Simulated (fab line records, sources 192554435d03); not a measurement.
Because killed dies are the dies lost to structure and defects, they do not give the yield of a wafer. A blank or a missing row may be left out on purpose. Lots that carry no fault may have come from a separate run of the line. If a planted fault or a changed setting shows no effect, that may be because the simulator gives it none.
fab line records	flow n5Finfet
record lots=4	wafers=12	lastDay=16
route steps=1938 shown PMOS_HMC_CHANNEL_EPI@68 FIN_SAQP@90 BEOL_M4@1111 PASSIVATION@1936
lots that met no fault: from a run of the same line without faults
startH: hours from the record's first day to the start of the lot's first wafer shown	waitH: time in hours since the lot's previous step	" identical to the entry in the row above	L1.1+2: one row covering several wafers at once	- no value present, or no start provided	* or withheld: withheld	< > ~ a bound
route shown NAME@n: names a module that has steps shown in the file, with the first one's number in the route	usual: average and standard deviation across the fault-free wafers	same: alike in all rows	chamber/n: place in a boat	sites: each site's reading	_std_site: the standard deviation of these	_edge_site: the outer-site mean with the inner-site mean subtracted	radiusMm: for every site, how far away it sits from the centre of the wafer	mask NAME#n: copy n	behind: the most recent tool/chamber to have shaped the wafer	hold: why the lot went on hold/how many hours it stayed there/how the hold came to an end	device: which transistor (n, p or np) failed to switch	end of line: the route-end tests of the same wafers	for a step that has no rows: nothing shown but its recipe	killed: dies lost to structure and defects at the first sort, not the wafer's yield	map: the dies of a wafer, with x for killed, . for not killed, _ for no die there
set.NAME: the run value of the setting; set.NAME@STEP: its run value at that earlier step	model.NAME: the simulator's own value behind a step, which no gauge read
lots at selected steps of the route; one table per step, one row per wafer
services: the hour from which a tool's chamber was out of use, counted from the record's first day as startH (under 0 if before that day), plus the number of hours and why
## steps
# step N5_PMOS_HMC_CHANNEL_EPI_DESCUM_14
# recipe chemistry=O2	timeS=7.9	sourcePowerW=50	biasPowerW=20	pressureMtorr=20	rfFrequencyHz=2.712e+07	tempC=40	resist=CAR-ArF-block	o2FlowSccm=225
# step N5_PMOS_HMC_CHANNEL_EPI_ETCH_32
# recipe chemistry=N2/H2	target=BARC	stopOn=SiO2	targetDepthA=858	overEtchFrac=0.3	timeS=50.3	ionEnergyEv=200	maskMaterial=CAR-ArF-block	pressureMtorr=30	sourceW=840	biasW=150	n2FlowSccm=200	h2FlowSccm=200
# step N5_PMOS_HMC_CHANNEL_EPI_HM_OPEN_15
# recipe chemistry=CHF3/O2	target=SiO2	maskMaterial=CAR-ArF-block	targetDepthA=406	CHF3_flow_sccm=50	O2_flow_sccm=5	Ar_flow_sccm=200	timeS=20.3	pressureMtorr=30	sourceW=650	biasW=170	ionEnergyEv=200
# step N5_PMOS_HMC_CHANNEL_EPI_STRIP_33
# recipe chemistry=N2/H2	powerW=500	tempC=40	pressureMtorr=50	rfFrequencyHz=6e+07	overashFraction=0.3	biasPowerW=8	h2Frac=0.5	n2FlowSccm=300	h2FlowSccm=300
# step N5_PMOS_HMC_CHANNEL_EPI_STRIP_17
# recipe chemistry=SPM	timeS=750	tempC=130	h2so4H2o2VolRatio=4	dry=ipaMarangoni
# step N5_PMOS_HMC_CHANNEL_EPI_ETCH_38
# recipe chemistry=CF4	target=SiO2	targetDepthA=15	ionEnergyEv=350	pressureMtorr=10	icpW=800	biasW=400	cf4FlowSccm=80
# step N5_PMOS_HMC_CHANNEL_EPI_FIN_RECESS_16
# recipe chemistry=HBr/Cl2	target=Si	maskMaterial=SiO2	targetDepthA=540	timeS=18	pressureMtorr=10	icpW=800	biasW=75	HBr_flow_sccm=150	Cl2_flow_sccm=80
# step N5_PMOS_HMC_CHANNEL_EPI_PRECLEAN_36
# recipe chemistry=O3/DIW	timeS=45	tempC=22	o3Ppm=10
# step N5_PMOS_HMC_CHANNEL_EPI_PRECLEAN_18
# recipe chemistry=DHF	timeS=30	tempC=25	dilution=withheld
# step N5_PMOS_HMC_CHANNEL_EPI_SRD_19
# recipe dry=ipaMarangoni	doPpb=5	timeS=30	tempC=23	rinseLiquid=diw
# step N5_PMOS_HMC_CHANNEL_EPI_EPI_20
# recipe material=SiGe30	maskMaterial=SiO2	pressureTorr=20	targetThkA=590	tempC=600
# usual chamberPressureTorr=20.00/0.043	susceptor_temp_C_max=601.3/0.49
lot.wafer	tool	chamber	startH	waitH	chamberPressureTorr	susceptor_temp_C_max	model.SiGe30_of_PMOS_HMC_CHANNEL_EPI_EPI_20.thkNm
L570.1	epiRpcvd-04	0	72.63	0.0	20.01	601.3	59.13
L570.2	"	0	"	"	19.97	600.9	57.96
L570.5	"	0	"	"	20.04	601.3	58.54
L578.1	epiRpcvd-04	0	120.38	0.0	12.98	601.3	49.71
L578.2	"	0	"	"	12.98	601.0	50.23
L578.3	"	0	"	"	12.93	601.0	49.52
L579.3	epiRpcvd-04	0	126.71	0.4	13.01	601.2	50.08
L579.5	"	0	"	"	12.96	600.7	50.48
L579.6	"	0	"	"	12.98	601.3	50.19
L581.1	epiRpcvd-01	0	137.98	0.0	19.97	600.8	58.33
L581.2	"	0	"	"	19.98	601.2	57.35
L581.3	"	0	"	"	20.04	600.9	58.09
# step N5_PMOS_HMC_CHANNEL_EPI_HM_STRIP_35
# recipe chemistry=dHF	tempC=25	material=SiO2	target=SiO2	targetDepthA=396	timeS=216
# step N5_PMOS_HMC_CHANNEL_EPI_SRD_39
# recipe dry=ipaMarangoni	timeS=30	tempC=23	rinseLiquid=diw
# step N5_PMOS_HMC_CHANNEL_EPI_CMP_21
# recipe material=SiGe30	postCmpClean=alkalineBrush	targetThkNm=54
# step N5_PMOS_HMC_CHANNEL_EPI_THK_MEAS_22
# recipe reads=SiGe30_of_PMOS_HMC_CHANNEL_EPI_EPI_20
# usual HMC_CMP_THK=53.8/0.77
lot.wafer	tool	chamber	startH	waitH	HMC_CMP_THK[nm]
L570.1	filmMetro-01	-	74.27	-	54.3
L570.2	"	-	"	"	55.4
L570.5	"	-	"	"	55.0
L578.1	filmMetro-02	-	122.01	-	49.7
L578.2	"	-	"	"	50.1
L578.3	"	-	"	"	49.4
L579.3	filmMetro-01	-	127.94	-	50.0
L579.5	"	-	"	"	50.5
L579.6	"	-	"	"	50.2
L581.1	filmMetro-01	-	139.63	-	52.6
L581.2	"	-	"	"	54.8
L581.3	"	-	"	"	54.2
# step N5_PMOS_HMC_CHANNEL_EPI_PRECLEAN_40
# recipe chemistry=DHF	timeS=30	tempC=25	dilution=withheld
# step N5_PMOS_HMC_CHANNEL_EPI_PRECLEAN_37
# recipe chemistry=O3/DIW	timeS=45	tempC=22	o3Ppm=10
# usual tempC=22.01/0.11
lot.wafer	tool	chamber	startH	waitH	tempC	model.SiGe30_of_PMOS_HMC_CHANNEL_EPI_EPI_20.thkNm
L570.1	wetBench-01	7	74.31	0.0	21.94	53.38
L570.2	"	2	"	"	21.97	53.29
L570.5	"	0	"	"	21.99	53.29
L578.1	wetBench-04	7	122.05	0.0	22.02	48.94
L578.2	"	6	"	"	21.85	49.45
L578.3	"	3	"	"	22.00	48.74
L579.3	wetBench-05	3	127.98	0.0	22.04	49.32
L579.5	"	7	"	"	22.03	49.71
L579.6	"	5	"	"	21.99	49.42
L581.1	wetBench-05	2	139.67	0.0	22.27	53.37
L581.2	"	0	"	"	21.88	53.36
L581.3	"	3	"	"	21.97	53.4
# step N5_PMOS_HMC_CHANNEL_EPI_PRECLEAN_24
# recipe chemistry=DHF	timeS=30	tempC=25	dilution=withheld
# step N5_PMOS_HMC_CHANNEL_EPI_SRD_25
# recipe dry=ipaMarangoni	doPpb=5	timeS=30	tempC=23	rinseLiquid=diw
# step N5_PMOS_HMC_CHANNEL_EPI_EPI_26
# recipe material=Si	targetThkA=38	tempC=650	precursor=SiH4/H2	pressureTorr=20	timeS=22.7
# step N5_FIN_SAQP_PRECLEAN_42
# recipe chemistry=O3/DIW	timeS=60	tempC=22	o3Ppm=10
# step N5_FIN_SAQP_PRECLEAN_00
# recipe chemistry=SC1	timeS=60	tempC=55	mix=1:2:50
# step N5_FIN_SAQP_PRECLEAN_44
# recipe chemistry=SC2	timeS=45	tempC=35	mix=1:1:50
# step N5_FIN_SAQP_SRD_01
# recipe dry=ipaMarangoni	timeS=30	tempC=23	rinseLiquid=diw
# step N5_FIN_SAQP_ALD_61
# recipe material=SiO2	targetThkA=40	tempC=300	aldPrecursorFamily=BDEAS	aldCoReactant=O2-plasma	pulseTimeS=1	purgeTimeS=2	coReactantPurgeTimeS=2	aldCycles=43	pressureTorr=2
# step N5_FIN_SAQP_DENSIFY_62
# recipe tempC=700	timeS=60	ambient=N2	idleTempC=600	rampUpCPerS=150	rampDownCPerS=60	coolToC=600
# step N5_FIN_SAQP_HM_DEP_03
# recipe material=SiNx	targetThkA=380	tempC=400	precursor=SiH4/NH3/N2	pressureTorr=1.5	rfW=300	timeS=33.6
# step N5_FIN_SAQP_PECVD_47
# recipe material=a-Si	targetThkA=450	tempC=400	precursor=SiH4/He	pressureTorr=3	rfW=100	timeS=36.3
# step N5_FIN_SAQP_PECVD_48
# recipe material=SiNx	targetThkA=250	tempC=400	precursor=SiH4/NH3/N2	pressureTorr=1.5	rfW=300	timeS=22.1
# step N5_FIN_SAQP_PECVD_06
# recipe material=a-Si	targetThkA=600	tempC=400	precursor=SiH4/He	pressureTorr=3	rfW=100	timeS=48.1
# step N5_FIN_SAQP_HM_DEP_72
# recipe material=SiO2	targetThkA=120	tempC=400	precursor=SiH4/N2O	pressureTorr=0.75	rfW=275	timeS=7.2
# step N5_FIN_SAQP_COAT_49
# recipe resist=SOC	tempC=250	timeS=60	spinRpm=1500	resistThkNm=100
# step N5_FIN_SAQP_COAT_50
# recipe resist=SiARC	tempC=220	timeS=60	spinRpm=1500	resistThkNm=35
# step N5_FIN_SAQP_COAT_10
# recipe resist=CAR-ArF	spinRpm=1500	resistThkNm=90
# step N5_FIN_SAQP_EBR_12
# recipe solvent=PGMEA	ebrWidthMm=1.5
# step N5_FIN_SAQP_SOFTBAKE_11
# recipe tempC=110	timeS=60	resist=CAR-ArF
# step N5_BEOL_M4_RC_MEAS_101
# usual DIBL_N=36.3/1.7	DIBL_P=36.3/2.2	IOFF_N=0.16/0.034	IOFF_P=0.21/0.038	ION_N=673/13	ION_P=461/8.3	SS_N=71.5/0.55	SS_P=73.3/0.67	VT_N=250/3.4	VT_P=-251/3.5	VT_P_LONG=-275/3.2	VT_P_LVT=-99.0/2.8
lot.wafer	tool	chamber	startH	waitH	DIBL_N[mV/V]	DIBL_P[mV/V]	IOFF_N[nA/um]	IOFF_P[nA/um]	ION_N[uA/um]	ION_P[uA/um]	SS_N[mV/dec]	SS_P[mV/dec]	VT_N[mV]	VT_P[mV]	VT_P_LONG[mV]	VT_P_LVT[mV]
L570.1	prober-01	0	213.31	0.0	36.6	36.1	0.16	0.25	689	476	71.6	73.4	252	-247	-271	-96.6
L570.2	"	0	"	"	37.3	36.6	0.18	0.24	680	474	72.1	73.7	245	-247	-271	-97.7
L570.5	"	0	"	"	36.4	35.5	0.16	0.24	687	476	72.0	73.6	247	-245	-270	-98.1
L578.1	prober-02	0	268.22	0.0	36.8	36.3	0.15	0.12	673	408	71.6	73.5	249	-269	-296	-114.4
L578.2	"	0	"	"	36.4	38.8	0.16	0.16	674	399	71.8	74.9	248	-266	-298	-112.8
L578.3	"	0	"	"	35.0	37.0	0.13	0.14	663	397	70.6	74.2	253	-265	-296	-114.8
L579.3	prober-01	0	282.73	0.3	38.1	38.9	0.17	0.17	695	405	71.8	74.3	247	-260	-289	-107.7
L579.5	"	0	"	"	38.7	38.2	0.16	0.16	667	410	71.9	73.4	252	-264	-291	-109.1
L579.6	"	0	"	"	38.5	39.4	0.18	0.18	689	419	72.3	73.8	248	-260	-290	-107.2
L581.1	prober-02	0	286.97	0.0	35.2	35.1	0.14	0.19	681	464	71.0	73.0	250	-250	-273	-98.6
L581.2	"	0	"	"	35.6	34.8	0.13	0.18	671	465	71.0	72.8	253	-251	-273	-99.4
L581.3	"	0	"	"	35.6	35.1	0.14	0.19	672	463	71.4	72.5	253	-249	-271	-99.2
# step N5_PASSIVATION_PROBE_49
# usual defectLimitedYield=91.4/1.6	killed_at_M0_to_M3=34/10	killed_at_M4_up=12/4.8	killedAtContacts=11/6.2	killedAtFrontEnd=39/13	killedAtOther=4/3.1	killedDies=101/19	killedOnRim=13/4.1	killedOpen=67/14	killedShort=32/8.3	sort_bin_5_function=5.0/1	sort_bin_6_memory=3.2/0.76	sort_bin_8_speed=0.00/0.026	sortNPass=1079/19	sortYieldPct=91.4/1.6
# same grossDies=1180	killedAtBackSide=0	sort_bin_4_leakage[%]=0
lot.wafer	tool	chamber	startH	waitH	defectLimitedYield[%]	killed_at_M0_to_M3	killed_at_M4_up	killedAtContacts	killedAtFrontEnd	killedAtOther	killedDies	killedOnRim	killedOpen	killedShort	sort_bin_5_function[%]	sort_bin_6_memory[%]	sort_bin_8_speed[%]	sortNPass	sortYieldPct[%]
L570.1	prober-02	-	318.97	0.0	93.5	32	6	7	25	7	77	10	59	18	4.2	2.3	0	1103	93.5
L570.2	prober-02	-	319.02	0.1	93.6	26	7	3	32	8	76	7	58	18	3.6	2.7	0	1104	93.6
L570.5	prober-02	-	319.17	0.2	92.1	45	7	11	24	6	93	16	59	34	4.2	3.3	0	1087	92.1
L578.1	prober-02	-	376.72	0.0	92.0	38	11	4	39	2	94	14	61	32	5.0	2.7	91.78	3	0.3
L578.2	prober-02	-	376.77	0.1	89.4	46	9	13	55	2	125	15	89	32	6.0	4.2	89.41	0	0
L578.3	prober-02	-	376.82	0.1	91.1	45	14	8	32	6	105	15	73	32	6.1	2.6	91.10	0	0
L579.3	prober-02	-	383.21	0.1	91.6	28	17	9	40	5	99	12	62	34	4.6	3.5	90.51	13	1.1
L579.5	prober-02	-	383.31	0.2	92.4	28	12	8	39	3	90	8	64	25	4.7	2.7	92.37	0	0
L579.6	prober-02	-	383.36	0.3	90.2	28	20	12	54	2	116	19	81	31	5.9	3.4	78.14	142	12.0
L581.1	prober-02	-	392.36	0.0	92.8	26	9	14	33	3	85	10	60	23	4.3	2.4	0	1095	92.8
L581.2	prober-02	-	392.41	0.1	91.1	17	18	16	49	5	105	15	74	29	5.3	3.4	0	1075	91.1
L581.3	prober-02	-	392.46	0.1	91.0	16	25	19	39	7	106	14	80	24	5.4	3.3	0	1074	91.0
# killed by level:class
L570.1 BEOL_M2:geometricParticle:open=7 MOL_CONTACT_COAG:geometricParticle:open=6 BEOL_M3:geometricParticle:open=6 STI_FIN_REVEAL:geometricParticle:open=5 BEOL_M0:geometricParticle:open=5 GATE_CUT:geometricParticle:open=4 STARTING-WAFER:geometricParticle:open=4 ILD0:geometricParticle:open=3
L570.2 STI_FIN_REVEAL:geometricParticle:open=8 BEOL_M1:geometricParticle:open=7 PAD_METAL:geometricParticle:open=7 FIN_SAQP:geometricParticle:open=5 BEOL_M1:geometricParticle:short=5 BEOL_M3:geometricParticle:open=5 BEOL_M0_SAQP:geometricParticle:open=3 MOL_CONTACT_COAG:geometricParticle:open=3
L570.5 BEOL_M0:geometricParticle:open=8 BEOL_M1:geometricParticle:open=8 MOL_CONTACT_COAG:geometricParticle:open=7 BEOL_M1:geometricParticle:short=6 BEOL_M2:geometricParticle:open=6 BEOL_M3:geometricParticle:open=5 FIN_SAQP:geometricParticle:short=4 MOL_CONTACT_COAG:geometricParticle:short=4
L578.1 BEOL_M3:geometricParticle:open=9 BEOL_M0_SAQP:geometricParticle:open=8 BEOL_M0_SAQP:geometricParticle:short=8 FIN_SAQP:geometricParticle:open=6 STI_FIN_REVEAL:geometricParticle:open=6 DUMMY_GATE:geometricParticle:short=6 DUMMY_GATE:geometricParticle:open=5 BEOL_M4:geometricParticle:open=5
L578.2 STI_FIN_REVEAL:geometricParticle:open=15 MOL_CONTACT_COAG:geometricParticle:open=12 BEOL_M2:geometricParticle:open=10 FIN_SAQP:geometricParticle:open=8 BEOL_M3:geometricParticle:open=8 BEOL_M0_SAQP:geometricParticle:open=6 STARTING-WAFER:geometricParticle:open=6 STI_FIN_REVEAL:geometricParticle:short=5
L578.3 BEOL_M3:geometricParticle:open=11 FIN_SAQP:geometricParticle:open=10 BEOL_M0_SAQP:geometricParticle:short=9 BEOL_M0_SAQP:geometricParticle:open=9 MOL_CONTACT_COAG:geometricParticle:open=6 BEOL_M4:geometricParticle:open=6 BEOL_M2:geometricParticle:open=5 ILD0:geometricParticle:open=4
L579.3 FIN_SAQP:geometricParticle:short=9 BEOL_M1:geometricParticle:open=8 BEOL_M3:geometricParticle:open=7 MOL_CONTACT_COAG:geometricParticle:open=6 BEOL_M4:geometricParticle:open=6 FIN_SAQP:geometricParticle:open=5 BEOL_M0_SAQP:geometricParticle:short=5 STARTING-WAFER:geometricParticle:open=5
L579.5 FIN_SAQP:geometricParticle:open=10 BEOL_M0_SAQP:geometricParticle:short=9 BEOL_M0_SAQP:geometricParticle:open=9 STI_FIN_REVEAL:geometricParticle:open=8 MOL_CONTACT_COAG:geometricParticle:open=7 BEOL_M7:geometricParticle:open=7 FIN_SAQP:geometricParticle:short=5 BEOL_M3:geometricParticle:open=5
L579.6 FIN_SAQP:geometricParticle:open=17 MOL_CONTACT_COAG:geometricParticle:open=12 BEOL_M4:geometricParticle:open=12 STARTING-WAFER:geometricParticle:open=7 GATE_CUT:geometricParticle:short=7 BEOL_M3:geometricParticle:open=7 BEOL_M2:geometricParticle:open=6 FIN_SAQP:geometricParticle:short=5
L581.1 MOL_CONTACT_COAG:geometricParticle:open=11 BEOL_M2:geometricParticle:open=10 FIN_SAQP:geometricParticle:short=9 STI_FIN_REVEAL:geometricParticle:open=9 FIN_SAQP:geometricParticle:open=8 BEOL_M0_SAQP:geometricParticle:open=5 BEOL_M0:geometricParticle:open=4 MOL_CONTACT_COAG:geometricParticle:short=3
L581.2 MOL_CONTACT_COAG:geometricParticle:open=15 STI_FIN_REVEAL:geometricParticle:open=14 FIN_SAQP:geometricParticle:open=13 FIN_SAQP:geometricParticle:short=5 GATE_CUT:geometricParticle:short=5 GATE_CUT:geometricParticle:open=4 BEOL_M0_SAQP:geometricParticle:open=4 BEOL_M1:geometricParticle:open=4
L581.3 MOL_CONTACT_COAG:geometricParticle:open=18 BEOL_M4:geometricParticle:open=15 STI_FIN_REVEAL:geometricParticle:open=13 BEOL_M1:geometricParticle:open=8 FIN_SAQP:geometricParticle:open=7 FIN_SAQP:geometricParticle:short=5 STARTING-WAFER:geometricParticle:open=4 GATE_CUT:geometricParticle:short=3
# map L578.2 (x killed, . not)
_________________.........x..________________
______________.................x_____________
___________.................x......__________
__________.........x.......xx.....x._________
________x..........x.................._______
_______.......x....x.......x...........______
______...xxx..x.x.........x............._____
_____x.........x........x.....x.........x____
____.......x.....x.....x...x.......x......___
___x.x......x.......x.....x....x.......x...__
___..............x..........x...xxx........__
__...x...x..x.....x...x.....x..............._
__.........xx.xxx..........x.....x.x..xx..x._
_.x..........x.........................x....x
_..x.......x.....x...x....xx.................
_.......x................x....x.....x.......x
_.............x.................x..........xx
_......x..x.........................x........
_........x...x..x..........x..xx...x.......x.
_..........x.........................xx......
_.............x...x.................x........
__.......................................x.x_
__......................x...xx.....x........_
___...............x....................x...__
___..x..........x..x....x..................__
____...................x...........xx.....___
_____x........x..........x..x.x.x........____
______....xx...x....x......x............_____
_______........x.......................______
________.............................._______
__________x.................x......._________
___________......xx................__________
______________.................._____________
_________________.....x......________________
# map L579.6 (x killed, . not)
_________________.........x..________________
______________...x.......x......_____________
___________...x....x...............__________
__________...x.....................x_________
________....x.x.....x................._______
_______.....x.....xx............x......______
______...x..x...........xx..x..........._____
_____.........x............xx............____
____x.......................x.............___
___.......x.................x..............__
___x........x............................x.__
__............x..x..x.....................x._
__.....x....................xx.....x..x....._
_.................x.xx.x......x.x...x........
_x...x..xx...............x.................x.
_........x.....x.x..........x....x.x....x...x
_........x........x..........x.............x.
_................x...........................
_x.......................x.......x.x..x......
_...x....x....x....x.......x................x
_..............x.x.........x.................
__.........................................._
__............x.....x.....x................._
___.x....x..............x................x.__
___x....x...x...........x.x.............x..__
____.....x......x..........x............xx___
_____..x........x..........x.x........xx.____
______................x.....x..........._____
_______....xx................xx........______
________x.............x..............._______
__________.........................._________
___________.x.........x.......x....__________
______________..........x....x.._____________
_________________.........x..________________
## services
tool	chamber	startH	hours	kind
epiRpcvd-04	-	55.54	2.3	repair
wetBench-05	-	73.76	1.2	repair
epiRpcvd-04	-	105.93	1.6	repair
## key
firstSign step=N5_PMOS_HMC_CHANNEL_EPI_EPI_20	reading=chamberPressureTorr	direction=down	sigmas=99+	usual=20.00	struck=12.97
effect step=N5_PMOS_HMC_CHANNEL_EPI_THK_MEAS_22	reading=HMC_CMP_THK	direction=down	sigmas=5	usual=53.8	struck=50.0
effect step=N5_BEOL_M4_RC_MEAS_101	reading=ION_P	direction=down	sigmas=6.5	usual=461	struck=407
effect step=N5_BEOL_M4_RC_MEAS_101	reading=VT_P_LONG	direction=down	sigmas=5.7	usual=-275	struck=-293
effect step=N5_BEOL_M4_RC_MEAS_101	reading=VT_P_LVT	direction=down	sigmas=4.3	usual=-99.0	struck=-111.0
effect step=N5_BEOL_M4_RC_MEAS_101	reading=VT_P	direction=down	sigmas=3.8	usual=-251	struck=-264
effect step=N5_PASSIVATION_PROBE_49	reading=sort_bin_8_speed	direction=up	sigmas=99+	usual=0.00	struck=88.88
modelEffect step=N5_PMOS_HMC_CHANNEL_EPI_EPI_20	value=SiGe30_of_PMOS_HMC_CHANNEL_EPI_EPI_20.thkNm	without=59.41	struck=50.03
modelEffect step=N5_PMOS_HMC_CHANNEL_EPI_PRECLEAN_37	value=SiGe30_of_PMOS_HMC_CHANNEL_EPI_EPI_20.thkNm	without=53.42	struck=49.26
metAt N5_PMOS_HMC_CHANNEL_EPI_EPI_20
struckWafers L578.1,L578.2,L578.3,L579.3,L579.5,L579.6
onsetBetween 72.63 120.38
fault kind=processParameterDrift	tool=epiRpcvd-04	chamber=-	onsetH=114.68	steps=N5_PMOS_HMC_CHANNEL_EPI_EPI_20	channel=pressureTorr	offset=-7.0008	shape=step	endH=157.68	actsIn=theseRecipesOnly	stated=20
